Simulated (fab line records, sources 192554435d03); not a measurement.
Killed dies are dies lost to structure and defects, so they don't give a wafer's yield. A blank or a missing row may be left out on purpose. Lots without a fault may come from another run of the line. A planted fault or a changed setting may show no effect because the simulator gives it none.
A struck lot beside a sound one | flow n5_finfet | 27 steps out of a route of 1938
Sound: wafers L248.1, L248.2, L248.3. Struck: wafers L256.1, L256.3, L256.4. The cause comes at the end.
At each step with rows: each side's tool, then ch and its chambers, then its first start. Under that, the readings that differ: sound wafers | struck wafers | difference of the means | sigmas: that difference in standard deviations of wafers without a fault.
alike: readings whose means differ by less than 2 such deviations, and words and numbers that are the same on both sides. not compared: withheld readings, readings that some wafer has no value for, bounds like >300 that may hide the same value, and numbers for which the record gives no deviation and whose values overlap.
The two part at a step that has a row with sigmas, a row that says differs or no value, or rows on one side only. Numbers that don't overlap but have no deviation are shown without sigmas and don't part them. A reading that every wafer of one side lacks parts them only if that side has two wafers or more.

first, 1 step without rows for these wafers: N5_BEOL_M0_WET_ETCH_106 (etches SiO2 in DHF, target depth 130 nm, rinse time 30 s).
N5_BEOL_M0_ETCH_128: etches SiCN in CF4/N2, target depth 12 nm, overetch 5.1 nm, time 21.4 s.
  sound on rie_diel-06 ch 0,1,2, day 6 08:37; struck on rie_diel-02 ch 1,2,3, day 8 01:36
  alike: drypump_motor_current_A, oes_product_au, rf_vpp_V, showerhead_plenum_p_Torr, throttle_valve_pct
  not compared: rf_hours_counter_h
N5_BEOL_M0_TRENCH_ETCH_107: etches SiOC in C4F6/O2, target depth 32.8 nm, time 16.4 s.
  sound on rie_diel-06 ch 0,1,2, day 6 08:40; struck on rie_diel-02 ch 1,2,3, day 8 01:38
  alike: drypump_motor_current_A, oes_product_au, rf_vpp_V, showerhead_plenum_p_Torr, throttle_valve_pct
  not compared: rf_hours_counter_h
then, 1 step without rows for these wafers: N5_BEOL_M0_STRIP_142 (strips in N2/H2, time 10 s).
N5_BEOL_M0_OCD_MEAS_108:
  sound on ocd-02, day 6 08:46; struck on ocd-01, day 8 01:45
  alike: trench_depth_nm
then, 2 steps without rows for these wafers: N5_BEOL_M0_HM_STRIP_129 (strips TiN in peroxide tin strip, target depth 17 nm, time 108 s); N5_BEOL_M0_SRD_130 (time 30 s).
N5_BEOL_M0_ETCH_109: etches SiCN in CH3F/O2, target depth 8 nm, overetch 2.4 nm, time 27.4 s.
  sound on rie_diel-06 ch 0,1,3, day 6 08:52; struck on rie_diel-06 ch 0,2,3, day 8 02:05
  alike: drypump_motor_current_A, oes_product_au, rf_vpp_V, showerhead_plenum_p_Torr, throttle_valve_pct
  not compared: rf_hours_counter_h
then, 4 steps without rows for these wafers: N5_BEOL_M0_STRIP_139 (strips in post etch residue remover, time 60 s); N5_BEOL_M0_SRD_111 (time 30 s); N5_BEOL_M0_DEGAS_112 (time 60 s); N5_BEOL_M0_PRE_CLEAN_113 (time 30 s).
N5_BEOL_M0_ALD_136: deposits TaN, pulse time 2 s, purge time 3 s, co reactant purge time 2 s.
  sound on ald_metal-03 ch 0,1,2, day 6 09:53; struck on ald_metal-02 ch 1,2,3, day 8 03:21
  no value came back on the struck wafers for any of 5 readings (ald_cycles, chamber_pressure_Torr (Torr) and others); on the sound wafers ald_cycles reads 30 30 30
then, 3 steps without rows for these wafers: N5_BEOL_M0_SURFACE_TREAT_137; N5_BEOL_M0_CVD_115 (deposits Co from CCTBA/H2, time 120 s); N5_BEOL_M0_SPUTTER_116 (material Cu, target thk 4 nm, time 7.37 s).
N5_BEOL_M0_ANNEAL_117: time 60 s.
  sound on pvd_sputter-03, day 6 10:40; struck on pvd_sputter-02, day 8 03:55
  alike: heater_power_w, susceptor_temp_C_max
then, 3 steps without rows for these wafers: N5_BEOL_M0_SPUTTER_132 (material Cu, target thk 4 nm, time 7.37 s); N5_BEOL_M0_ANNEAL_133 (time 60 s); N5_BEOL_M0_SPUTTER_134 (material Cu, target thk 4 nm, time 7.37 s).
N5_BEOL_M0_ANNEAL_135: time 60 s.
  sound on pvd_sputter-03, day 6 10:56; struck on pvd_sputter-02, day 8 04:09
  alike: heater_power_w, susceptor_temp_C_max
then, 3 steps without rows for these wafers: N5_BEOL_M0_SPUTTER_141 (material Cu, target thk 4 nm, time 7.37 s); N5_BEOL_M0_ECD_118 (material Cu, target thk 300 nm); N5_BEOL_M0_ANNEAL_119 (time 90 s).
N5_BEOL_M0_CMP_120: polishes, stops on SiOC, t overpolish 6.9 s.
  sound on cmp-03 ch 0,1,3, day 6 11:29; struck on cmp-02 ch 0,1,3, day 8 04:41
  reading                      | sound          | struck         | difference | sigmas
  barrier_field_endpoint_s (s) | 3.68 3.98 3.69 | 1.64 1.64 1.61 | -2.15      | -17
  alike: head_pressure_psi, motor_current_A
N5_BEOL_M4_RC_MEAS_101:
  the record has rows for the sound wafers here (prober-01 ch 0, day 8 07:13) and none for the struck ones
-- the record jumps here: 7 days lie between the struck wafers' starts before and after (it left off in module BEOL_M4 and takes up again in module PASSIVATION, whose first step shown is number 1936 of the route) --
N5_PASSIVATION_PROBE_49:
  sound on prober-02, day 12 11:56; struck on prober-01, day 15 03:40
  reading                  | sound          | struck         | difference | sigmas
  defect_limited_yield (%) | 90.7 91.1 89.2 | 0 0 0          | -90        | -60
  killed_at_M0_to_M3       | 38 36 36       | 1131 1108 1092 | +1074      | +99 or more
  killed_at_contacts       | 5 4 10         | 12 23 20       | +12        | +2
  killed_dies              | 110 105 127    | 1180 1180 1180 | +1066      | +59
  killed_on_rim            | 17 8 19        | 152 152 152    | +137       | +33
  sort_bin_5_function (%)  | 5.8 5.3 6.1    | 97.0 95.3 96.0 | +90.4      | +90
  sort_n_pass              | 1070 1075 1053 | 0 0 0          | -1066      | -59
  sort_yield_pct (%)       | 90.7 91.1 89.2 | 0 0 0          | -90        | -60
  alike: killed_at_M4_up, killed_at_front_end, killed_at_other, killed_open, killed_short, sort_bin_6_memory

WHERE THEY PART
First at N5_BEOL_M0_ALD_136; last, within this record, at N5_PASSIVATION_PROBE_49.

WHY: what the simulator had put in
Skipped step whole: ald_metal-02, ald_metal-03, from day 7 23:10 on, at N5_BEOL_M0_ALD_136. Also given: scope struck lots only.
